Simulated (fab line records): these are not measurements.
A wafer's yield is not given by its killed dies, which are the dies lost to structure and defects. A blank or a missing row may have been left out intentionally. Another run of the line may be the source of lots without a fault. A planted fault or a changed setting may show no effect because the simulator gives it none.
Chamber matching || flow n5-finfet || rie-diel-04 running N5_BEOL_M8_ETCH_62: 4 sister chambers
The step etches SOC in N2/H2, target depth 110 nm, overetch 22 nm, time 165 s. 14 wafers are shown with their chamber, then 7 later ones without.

WAFERS PAIRED WITH THEIR CHAMBERS
{"wafer": "L076.3", "chamber": 1, "showerhead-plenum-p-Torr (Torr)": 2.58, "throttle-valve-pct (%)": 17.67, "oes-product-au (a.u.)": 0.71}
{"wafer": "L076.4", "chamber": 2, "showerhead-plenum-p-Torr (Torr)": 2.43, "throttle-valve-pct (%)": 17.90, "oes-product-au (a.u.)": 0.61}
{"wafer": "L076.5", "chamber": 3, "showerhead-plenum-p-Torr (Torr)": 2.60, "throttle-valve-pct (%)": 17.58, "oes-product-au (a.u.)": 0.79}
{"wafer": "L082.1", "chamber": 1, "showerhead-plenum-p-Torr (Torr)": 2.57, "throttle-valve-pct (%)": 17.69, "oes-product-au (a.u.)": 0.69}
{"wafer": "L082.2", "chamber": 2, "showerhead-plenum-p-Torr (Torr)": 2.42, "throttle-valve-pct (%)": 17.89, "oes-product-au (a.u.)": 0.60}
{"wafer": "L082.3", "chamber": 0, "showerhead-plenum-p-Torr (Torr)": 2.58, "throttle-valve-pct (%)": 18.00, "oes-product-au (a.u.)": 0.78}
{"wafer": "L086.1", "chamber": 1, "showerhead-plenum-p-Torr (Torr)": 2.57, "throttle-valve-pct (%)": 17.71, "oes-product-au (a.u.)": 0.69}
{"wafer": "L086.4", "chamber": 2, "showerhead-plenum-p-Torr (Torr)": 2.42, "throttle-valve-pct (%)": 17.91, "oes-product-au (a.u.)": 0.59}
{"wafer": "L086.5", "chamber": 1, "showerhead-plenum-p-Torr (Torr)": 2.57, "throttle-valve-pct (%)": 17.72, "oes-product-au (a.u.)": 0.68}
{"wafer": "L087.2", "chamber": 1, "showerhead-plenum-p-Torr (Torr)": 2.57, "throttle-valve-pct (%)": 17.70, "oes-product-au (a.u.)": 0.68}
{"wafer": "L087.5", "chamber": 1, "showerhead-plenum-p-Torr (Torr)": 2.57, "throttle-valve-pct (%)": 17.70, "oes-product-au (a.u.)": 0.68}
{"wafer": "L087.6", "chamber": 2, "showerhead-plenum-p-Torr (Torr)": 2.42, "throttle-valve-pct (%)": 17.92, "oes-product-au (a.u.)": 0.59}
{"wafer": "L088.3", "chamber": 3, "showerhead-plenum-p-Torr (Torr)": 2.59, "throttle-valve-pct (%)": 17.62, "oes-product-au (a.u.)": 0.75}
{"wafer": "L088.4", "chamber": 0, "showerhead-plenum-p-Torr (Torr)": 2.58, "throttle-valve-pct (%)": 18.02, "oes-product-au (a.u.)": 0.77}

SIGNATURES, as means of the wafers listed above
{"reading": "showerhead-plenum-p-Torr", "chamber 0": 2.5800, "chamber 1": 2.5717, "chamber 2": 2.4225, "chamber 3": 2.5950, "scatter within a chamber": 0.00456}
{"reading": "throttle-valve-pct", "chamber 0": 18.0100, "chamber 1": 17.6983, "chamber 2": 17.9050, "chamber 3": 17.6000, "scatter within a chamber": 0.0173}
{"reading": "oes-product-au", "chamber 0": 0.7750, "chamber 1": 0.6883, "chamber 2": 0.5975, "chamber 3": 0.7700, "scatter within a chamber": 0.0134}
Rule: a wafer lies at a distance from a chamber equal to the root of the sum of squares, over the readings, of (its reading less the chamber's mean, divided by the reading's scatter). The wafer belongs to the nearest chamber; if the next one is less than 2 further off, it can't be placed. The scatter is the square root of a quotient: the sum, over the shown wafers, of each reading's squared deviation from its chamber's mean, divided by wafers minus chambers.

WAFERS WITHOUT THEIR CHAMBER
{"wafer": "L088.6", "showerhead-plenum-p-Torr (Torr)": 2.42, "throttle-valve-pct (%)": 17.91, "oes-product-au (a.u.)": 0.59}
{"wafer": "L091.1", "showerhead-plenum-p-Torr (Torr)": 2.59, "throttle-valve-pct (%)": 17.64, "oes-product-au (a.u.)": 0.74}
{"wafer": "L091.3", "showerhead-plenum-p-Torr (Torr)": 2.57, "throttle-valve-pct (%)": 17.71, "oes-product-au (a.u.)": 0.68}
{"wafer": "L091.6", "showerhead-plenum-p-Torr (Torr)": 2.57, "throttle-valve-pct (%)": 17.73, "oes-product-au (a.u.)": 0.68}
{"wafer": "L094.1", "showerhead-plenum-p-Torr (Torr)": 2.56, "throttle-valve-pct (%)": 17.74, "oes-product-au (a.u.)": 0.67}
{"wafer": "L094.2", "showerhead-plenum-p-Torr (Torr)": 2.57, "throttle-valve-pct (%)": 18.06, "oes-product-au (a.u.)": 0.73}
{"wafer": "L094.6", "showerhead-plenum-p-Torr (Torr)": 2.57, "throttle-valve-pct (%)": 18.08, "oes-product-au (a.u.)": 0.74}

EACH ONE'S CHAMBER
{"wafer": "L088.6", "from the rows above": 2, "in truth": 2}
{"wafer": "L091.1", "from the rows above": 3, "in truth": 3}
{"wafer": "L091.3", "from the rows above": 1, "in truth": 1}
{"wafer": "L091.6", "from the rows above": 1, "in truth": 1}
{"wafer": "L094.1", "from the rows above": 1, "in truth": 1}
{"wafer": "L094.2", "from the rows above": 0, "in truth": 0}
{"wafer": "L094.6", "from the rows above": 0, "in truth": 0}
Correctly placed: 7 of 7. Left unplaced by these rows: 0. Wrongly placed: 0.
